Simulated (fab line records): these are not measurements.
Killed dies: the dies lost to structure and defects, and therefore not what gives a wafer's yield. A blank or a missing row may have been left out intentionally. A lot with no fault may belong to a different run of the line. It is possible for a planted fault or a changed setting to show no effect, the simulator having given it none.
Chamber matching    flow n5 finfet    N5_BEOL_M10_ILD_DEP_00 on pecvd-04 has 3 sister chambers
The step deposits SiCOH lowk from DEMS/porogen, target thk 308.51 nm, time 58 s. 16 wafers are shown with their chamber, then 8 later ones without.

== WAFERS, EACH WITH ITS CHAMBER ==
wafer   chamber  heater power w (W)  throttle valve pct (%)  showerhead plenum p Torr (Torr)
L075.1  1        318                 12.7                    5.749
L075.4  0        323                 13.6                    5.763
L075.5  0        329                 13.7                    5.759
L077.2  0        361                 13.9                    5.753
L077.3  1        372                 12.5                    5.740
L077.4  1        373                 12.6                    5.746
L076.3  0        363                 13.6                    5.764
L076.5  1        359                 12.5                    5.740
L076.6  2        247                 13.2                    5.749
L078.1  1        354                 12.5                    5.738
L078.4  2        271                 13.2                    5.740
L078.5  0        331                 13.6                    5.757
L091.1  2        268                 13.7                    5.751
L091.2  0        339                 13.6                    5.747
L091.3  1        335                 13.0                    5.734
L093.1  0        366                 13.8                    5.758

SIGNATURES (averages over the wafers above)
reading                   chamber 0  chamber 1  chamber 2  scatter within a chamber
heater power w            344.57     351.83     262.00     19
throttle valve pct        13.686     12.633     13.367     0.186
showerhead plenum p Torr  5.75729    5.74117    5.74667    0.0057
Rule: distance of a wafer from a chamber = root of the sum over the readings of ((wafer's reading minus chamber's mean) / reading's scatter) squared. The wafer belongs to the nearest chamber; if the next one is less than 2 further off, it can't be placed. The scatter is the square root of a quotient: the sum, over the shown wafers, of each reading's squared deviation from its chamber's mean, divided by wafers minus chambers.

== WAFERS WITHOUT THEIR CHAMBER ==
wafer   heater power w (W)  throttle valve pct (%)  showerhead plenum p Torr (Torr)
L093.5  287                 13.7                    5.755
L093.6  344                 12.6                    5.731
L095.2  346                 13.8                    5.750
L095.4  360                 13.7                    5.756
L095.5  226                 13.7                    5.748
L096.1  328                 12.7                    5.746
L096.3  339                 13.9                    5.765
L096.6  342                 12.8                    5.732

== THE CHAMBER EACH PASSED THROUGH ==
wafer   from the rows above      in truth
L093.5  can't be placed: 2 or 0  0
L093.6  1                        1
L095.2  0                        0
L095.4  0                        0
L095.5  2                        2
L096.1  1                        1
L096.3  0                        0
L096.6  1                        1
Correctly placed: 7 of 8. Not placeable from these rows: 1 (in 1, the candidates include the true chamber). 0 placed wrongly.
